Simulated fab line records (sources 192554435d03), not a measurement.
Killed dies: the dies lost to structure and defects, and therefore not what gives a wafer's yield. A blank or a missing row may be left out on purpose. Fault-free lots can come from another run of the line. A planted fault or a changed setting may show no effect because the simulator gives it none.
What tool caused it?	flow n5_finfet	17 wafers from 7 lots sampled at 6 of the route's 1938 steps

== WHAT THE GAUGES READ, wafer by wafer ==
N5_BEOL_M4_RC_MEAS_101. Usual: DIBL_N 36.5 mV/V, standard deviation 2.2; DIBL_P 36.9 mV/V, standard deviation 2.9; IOFF_N 0.17 nA/um, standard deviation 0.044; IOFF_P 0.22 nA/um, standard deviation 0.052; ION_N 671 uA/um, standard deviation 16; ION_P 461 uA/um, standard deviation 10; SS_N 71.6 mV/dec, standard deviation 0.73; SS_P 73.5 mV/dec, standard deviation 0.79; VT_N 250 mV, standard deviation 4.1; VT_P -250 mV, standard deviation 4.1.
lot	measured	on	DIBL_N (mV/V)	DIBL_P (mV/V)	IOFF_N (nA/um)	IOFF_P (nA/um)	ION_N (uA/um)	ION_P (uA/um)	SS_N (mV/dec)	SS_P (mV/dec)	VT_N (mV)	VT_P (mV)	flag
L982	day 11 02:48	prober-01	35.8 37.1 34.8	35.2 38.6 32.0	0.14 0.16 0.13	0.19 0.24 0.14	670 652 638	454 453 436	71.9 72.5 72.4	73.4 73.8 72.6	253 248 258	-253 -250 -258	
L984	day 11 12:47	prober-02	36.4 36.7 37.2	37.6 38.7 40.4	0.18 0.16 0.22	0.21 0.23 0.25	671 677 709	452 466 475	71.5 71.2 71.3	73.4 74.4 73.4	247 246 243	-252 -249 -247	
L986	day 11 18:34	prober-02	33.5 37.1	34.2 38.5	0.13 0.20	0.19 0.26	665 674	461 464	71.0 72.0	72.3 73.7	251 246	-248 -246	
L987	day 12 01:53	prober-02	35.8 38.2 36.5	35.7 39.1 37.2	0.16 0.18 0.17	0.19 0.24 0.22	689 670 680	471 456 466	71.6 71.8 71.3	73.1 73.7 73.1	247 248 249	-249 -249 -251	
L994	day 14 03:44	prober-02	35.1 40.6	34.2 41.2	0.16 0.31	0.24 0.38	682 707	478 487	71.1 72.5	72.9 74.8	251 241	-243 -238	
L995	day 14 06:13	prober-02	38.1 36.0	37.4 34.1	0.16 0.12	0.24 0.16	648 654	447 448	71.6 71.5	74.0 72.8	252 256	-250 -254	
L997	day 15 04:48	prober-01	40.2 42.3	42.9 44.0	0.23 0.28	0.29 0.33	669 702	456 471	72.3 73.4	74.7 75.0	248 242	-247 -243	

N5_BEOL_M10_INSPECT_58: inspects for defects (darkfield). Usual: raw_defect_count at 80, with a standard deviation of 28.
lot	measured	on	raw_defect_count	flag
L982	day 13 08:55	defect_inspect-01	68 80 87	
L984	day 13 17:13	defect_inspect-02	86 83 82	
L986	day 14 01:43	defect_inspect-01	56 51	
L987	day 14 08:42	defect_inspect-01	63 47 45	
L994	day 16 11:36	defect_inspect-02	57 83	
L995	day 16 12:17	defect_inspect-01	129 67	
L997	day 17 17:30	defect_inspect-01	72 71	

N5_BEOL_M15_RC_MEAS_101. Usual: COMB_M10 1.5e-11 S/m, standard deviation 3.1e-12; COMB_M10_max_site 2.1e-11 S/m, standard deviation 5.1e-12; COMB_M11 1.5e-11 S/m, standard deviation 3.1e-12; COMB_M12 6.1e-12 S/m, standard deviation 1.4e-12; COMB_M13 4.5e-12 S/m, standard deviation 9.9e-13; COMB_M14 3.5e-12 S/m, standard deviation 8.8e-13; COMB_M15 2.1e-12 S/m, standard deviation 7.1e-13; COMB_M5 3.6e-11 S/m, standard deviation 7.6e-12; COMB_M6 2.4e-11 S/m, standard deviation 5.1e-12; COMB_M7 2.6e-11 S/m, standard deviation 5.7e-12; COMB_M8 2.5e-11 S/m, standard deviation 5e-12; COMB_M8_max_site 3.6e-11 S/m, standard deviation 8.6e-12; COMB_M9 1.42e-11 S/m, standard deviation 2.7e-12; COMB_M9_max_site 2e-11 S/m, standard deviation 4.3e-12; SERP_M10 3.10 ohm/um, standard deviation 0.1; SERP_M10_max_site 3.19 ohm/um, standard deviation 0.099; SERP_M11 3.07 ohm/um, standard deviation 0.1; SERP_M11_max_site 3.16 ohm/um, standard deviation 0.11; SERP_M12 0.639 ohm/um, standard deviation 0.017; SERP_M13 0.305 ohm/um, standard deviation 0.0052; SERP_M14 0.162 ohm/um, standard deviation 0.0062; SERP_M14_max_site 0.164 ohm/um, standard deviation 0.0064; SERP_M5 37.5 ohm/um, standard deviation 2.1; SERP_M6 14.4 ohm/um, standard deviation 0.77; SERP_M7 13.7 ohm/um, standard deviation 0.64; SERP_M8 14.2 ohm/um, standard deviation 0.66; SERP_M9 3.08 ohm/um, standard deviation 0.11.
lot	measured	on	COMB_M10 (S/m)	COMB_M10_max_site (S/m)	COMB_M11 (S/m)	COMB_M12 (S/m)	COMB_M13 (S/m)	COMB_M14 (S/m)	COMB_M15 (S/m)	COMB_M5 (S/m)	COMB_M6 (S/m)	COMB_M7 (S/m)	COMB_M8 (S/m)	COMB_M8_max_site (S/m)	COMB_M9 (S/m)	COMB_M9_max_site (S/m)	SERP_M10 (ohm/um)	SERP_M10_max_site (ohm/um)	SERP_M11 (ohm/um)	SERP_M11_max_site (ohm/um)	SERP_M12 (ohm/um)	SERP_M13 (ohm/um)	SERP_M14 (ohm/um)	SERP_M14_max_site (ohm/um)	SERP_M5 (ohm/um)	SERP_M6 (ohm/um)	SERP_M7 (ohm/um)	SERP_M8 (ohm/um)	SERP_M9 (ohm/um)	flag
L982	day 14 23:52	prober-02	1.7e-11 7.1e-11 2.1e-11	2.2e-11 1.24e-10 3.5e-11	1.4e-11 1.5e-11 1.6e-11	5.7e-12 7.8e-12 4.6e-12	4.9e-12 7e-12 3e-12	3.6e-12 3e-12 2.8e-12	2e-12 2e-12 2.1e-12	4e-11 2.4e-11 4.8e-11	2.6e-11 3e-11 2.5e-11	2.1e-11 2.8e-11 1.5e-11	2.5e-11 2.8e-11 2.4e-11	3e-11 3.5e-11 3.8e-11	1.91e-11 1.07e-11 1.15e-11	3e-11 1.9e-11 1.8e-11	3.10 2.97 3.14	3.17 3.05 3.22	3.01 2.93 3.07	3.04 3.02 3.16	0.641 0.609 0.642	0.298 0.313 0.303	0.153 0.163 0.164	0.154 0.164 0.165	35.8 40.0 36.8	14.6 12.9 15.8	13.8 13.3 14.3	15.5 15.5 15.6	3.19 3.29 2.99	OFF
L984	day 15 00:05	prober-01	9e-12 6.8e-11 1e-11	1.2e-11 8.9e-11 1.4e-11	2.3e-11 1.1e-11 1.7e-11	6.5e-12 8.7e-12 7.2e-12	3.8e-12 4.6e-12 4e-12	3e-12 2.8e-12 2.9e-12	2.1e-12 2.5e-12 2.3e-12	4.4e-11 4.6e-11 3.6e-11	2e-11 1.8e-11 2.3e-11	3.3e-11 3.8e-11 3.5e-11	3.3e-11 3.5e-11 2.6e-11	4.4e-11 4.8e-11 3.4e-11	1.63e-11 1.33e-11 1.16e-11	1.9e-11 1.9e-11 1.5e-11	2.89 3.13 3.15	2.99 3.16 3.22	3.00 2.96 2.99	3.19 3.07 3.07	0.625 0.650 0.631	0.313 0.304 0.309	0.161 0.165 0.167	0.163 0.168 0.168	35.4 39.9 35.5	16.0 15.7 13.8	13.2 14.9 14.2	14.6 15.2 13.4	3.03 3.02 2.99	OFF
L986	day 15 12:38	prober-02	1.9e-11 1.7e-11	2.2e-11 2.1e-11	1.4e-11 1.5e-11	5.9e-12 7.3e-12	3.8e-12 5.4e-12	4.5e-12 4e-12	1.9e-12 3e-12	3.4e-11 4e-11	2.3e-11 3.3e-11	1.8e-11 2.7e-11	2.7e-11 1.8e-11	3.2e-11 2.8e-11	1.17e-11 1.05e-11	2e-11 1.6e-11	3.09 2.97	3.18 3.03	3.10 3.05	3.19 3.21	0.643 0.622	0.299 0.299	0.174 0.171	0.178 0.172	36.9 36.3	14.3 14.6	14.0 14.0	13.1 14.2	3.14 3.03	
L987	day 16 10:48	prober-02	1.4e-11 1.7e-11 9.4e-11	2.3e-11 2.7e-11 1.26e-10	1.3e-11 1.3e-11 1.4e-11	6.7e-12 5.2e-12 7.7e-12	3.7e-12 5.1e-12 3.8e-12	3.2e-12 2.8e-12 2.8e-12	2e-12 2.2e-12 2.6e-12	3.2e-11 2.4e-11 2.7e-11	2.4e-11 1.8e-11 2.1e-11	1.5e-11 1.9e-11 2.4e-11	4e-11 3.1e-11 2.4e-11	5.6e-11 4.9e-11 2.9e-11	1.31e-11 1.45e-11 1.62e-11	1.9e-11 1.6e-11 2.3e-11	3.14 3.03 2.86	3.19 3.06 2.99	3.16 3.11 3.03	3.26 3.21 3.07	0.618 0.628 0.640	0.324 0.305 0.311	0.177 0.162 0.176	0.177 0.165 0.177	42.1 37.9 39.4	14.1 12.4 13.9	12.8 12.4 14.0	13.3 14.5 14.4	3.10 3.24 3.05	OFF
L994	day 18 06:13	prober-01	1.1e-11 1.5e-11	1.4e-11 2.3e-11	2.1e-11 1.2e-11	6.1e-12 8.2e-12	5.1e-12 6.1e-12	3.4e-12 4.2e-12	3e-12 2.9e-12	3.3e-11 3.1e-11	1.7e-11 2.4e-11	2.9e-11 2.3e-11	1.8e-11 2.7e-11	2.2e-11 3.7e-11	1.15e-11 1.59e-11	1.9e-11 2.2e-11	2.98 3.14	3.02 3.21	3.02 3.20	3.09 3.23	0.626 0.636	0.306 0.312	0.166 0.166	0.168 0.168	36.8 37.1	14.2 14.3	13.5 14.2	13.9 13.8	3.26 3.12	
L995	day 18 06:43	prober-02	1.4e-11 1.8e-11	1.9e-11 2.3e-11	1.8e-11 1.7e-11	6.3e-12 5.2e-12	3.7e-12 3.7e-12	2.9e-12 2.7e-12	2.3e-12 2.6e-12	4.5e-11 3.1e-11	2.3e-11 2.7e-11	2.3e-11 2.3e-11	2.9e-11 2e-11	3.7e-11 2.6e-11	1.36e-11 1.33e-11	2.3e-11 2e-11	3.09 3.05	3.13 3.16	3.00 3.04	3.15 3.19	0.617 0.647	0.301 0.307	0.162 0.166	0.164 0.168	40.2 37.7	13.8 13.8	13.5 13.5	13.9 14.7	2.91 3.10	
L997	day 19 00:27	prober-02	1.5e-11 1.4e-11	2.8e-11 1.9e-11	1.3e-11 1.1e-11	7.1e-12 5.7e-12	3.4e-12 3.9e-12	3e-12 2.2e-12	2.7e-12 2.3e-12	3.1e-11 3.2e-11	3.5e-11 2.3e-11	2.4e-11 2e-11	2.1e-11 2.7e-11	2.9e-11 4.3e-11	1.54e-11 1.49e-11	1.9e-11 2.3e-11	3.19 3.03	3.23 3.19	3.08 3.01	3.21 3.11	0.615 0.637	0.302 0.308	0.161 0.160	0.163 0.161	42.8 36.1	14.3 13.9	14.2 13.5	13.8 14.5	3.01 2.95	

== TOOL THAT RAN EACH LOT (tool first, then ch and the chambers of the sampled wafers, then the start) ==
lot	N5_BEOL_M10_STRIP_77	N5_BEOL_M10_ALD_74	N5_BEOL_M11_ILD_DEP_00
L982	rie_diel-02 ch 1,2, day 13 05:26 or earlier	ald_metal-03 ch 2,3, day 13 05:26	pecvd-04 ch 0,1,2, day 13 08:57
L984	rie_diel-06 ch 0,2, day 13 14:15 or earlier	ald_metal-03 ch 0,2, day 13 14:15	pecvd-02 ch 0,1,2, day 13 17:15
L986	rie_diel-02 ch 1,2, day 13 23:14 or earlier	ald_metal-01 ch 2,3, day 13 23:14	pecvd-02 ch 0,1, day 14 01:46
L987	rie_diel-02 ch 1,2,3, day 14 06:44 or earlier	ald_metal-03 ch 0,2,3, day 14 06:44	pecvd-01 ch 0,1, day 14 08:44
L994	rie_diel-06 ch 1,3, day 16 10:00 or earlier	ald_metal-02 ch 2,3, day 16 10:00	pecvd-01 ch 2, day 16 11:38
L995	rie_diel-05 ch 2, day 16 10:34 or earlier	ald_metal-03 ch 2,3, day 16 10:34	pecvd-04 ch 1,2, day 16 12:19
L997	rie_diel-06 ch 1,3, day 17 15:44 or earlier	ald_metal-03 ch 0,2, day 17 15:44	pecvd-01 ch 0,1, day 17 17:34
- N5_BEOL_M10_STRIP_77: strips in N2/H2, time 10 s.
- N5_BEOL_M10_ALD_74: deposits TaN, target thk 2 nm, pulse time 2 s, purge time 3 s.
- N5_BEOL_M11_ILD_DEP_00: deposits SiCOH lowk from DEMS/porogen, target thk 308.51 nm, time 58 s.

== WHAT THE TOOLS THEMSELVES READ (means of the sampled wafers that have a number; where no wafer has one, the mark that the record gives instead) ==
N5_BEOL_M10_STRIP_77. Usual: drypump_motor_current_A 5.6 A, standard deviation 0.51; oes_product_au 0.78 a.u., standard deviation 0.09; rf_vpp_V 59.3 V, standard deviation 0.89; showerhead_plenum_p_Torr 2.54 Torr, standard deviation 0.066; throttle_valve_pct 23.7 %, standard deviation 0.42.
lot	tool	drypump_motor_current_A (A)	oes_product_au (a.u.)	rf_vpp_V (V)	showerhead_plenum_p_Torr (Torr)	throttle_valve_pct (%)	flag
L982	rie_diel-02	5.6	0.71	58.9	2.57	24.3	
L984	rie_diel-06	5.3	0.77	59.1	2.60	23.6	
L986	rie_diel-02	5.4	0.69	58.8	2.58	24.4	
L987	rie_diel-02	5.4	0.75	59.5	2.58	24.2	
L994	rie_diel-06	5.7	0.80	58.9	2.51	23.5	
L995	rie_diel-05	6.0	0.78	58.2	2.44	23.2	
L997	rie_diel-06	5.6	0.79	60.5	2.50	23.5	

N5_BEOL_M10_ALD_74. Usual: heater_power_w at 396 W, with a standard deviation of 45.
lot	tool	heater_power_w (W)	flag
L982	ald_metal-03	394	
L984	ald_metal-03	395	
L986	ald_metal-01	484	
L987	ald_metal-03	401	
L994	ald_metal-02	352	
L995	ald_metal-03	414	
L997	ald_metal-03	406	

N5_BEOL_M11_ILD_DEP_00. Usual: heater_power_w 302 W, standard deviation 52; rf_fwd_power_W 495.6 W, standard deviation 2.1; showerhead_plenum_p_Torr 5.741 Torr, standard deviation 0.022; showerhead_vpp_V 1353 V, standard deviation 36; throttle_valve_pct 14.0 %, standard deviation 0.69.
lot	tool	heater_power_w (W)	rf_fwd_power_W (W)	showerhead_plenum_p_Torr (Torr)	showerhead_vpp_V (V)	throttle_valve_pct (%)	flag
L982	pecvd-04	287	496.2	5.742	1353	14.5	
L984	pecvd-02	357	495.6	5.755	1318	13.7	
L986	pecvd-02	348	496.9	5.757	1320	13.5	
L987	pecvd-01	248	496.8	5.738	1402	15.0	
L994	pecvd-01	346	495.4	5.708	1366	13.6	
L995	pecvd-04	264	493.9	5.740	1320	14.1	
L997	pecvd-01	251	495.8	5.736	1382	14.8	

== THE ANSWER, worked out from the rows above alone ==
Rule: take the mean of a lot's wafers that have a number; if it is more than 3 standard deviations from the usual mean, the lot is off. Also off: a lot with no number at a reading for which 4 or more lots have one. Any other lot the step has rows for is counted as sound. First the gauges in route order, then the tools' own readings, where a lot's mean is used as printed above. The first step at which some lot is off is used, and at that step the reading that is off furthest; a lot without a number counts as furthest.
Off: L982, L984, L987, at N5_BEOL_M15_RC_MEAS_101 (COMB_M10).
If a tool, at a process step before that reading, ran all the lots that are off and no sound lot after the first of them, it fits. Gauges at N5_BEOL_M15_RC_MEAS_101: tried the same way as those tools. With no start given for some of its lots, N5_BEOL_M10_STRIP_77 uses the hours and lot order of N5_BEOL_M10_ALD_74. Not one of the candidates tried fits.

== WHAT THE SIMULATOR PUT IN ==
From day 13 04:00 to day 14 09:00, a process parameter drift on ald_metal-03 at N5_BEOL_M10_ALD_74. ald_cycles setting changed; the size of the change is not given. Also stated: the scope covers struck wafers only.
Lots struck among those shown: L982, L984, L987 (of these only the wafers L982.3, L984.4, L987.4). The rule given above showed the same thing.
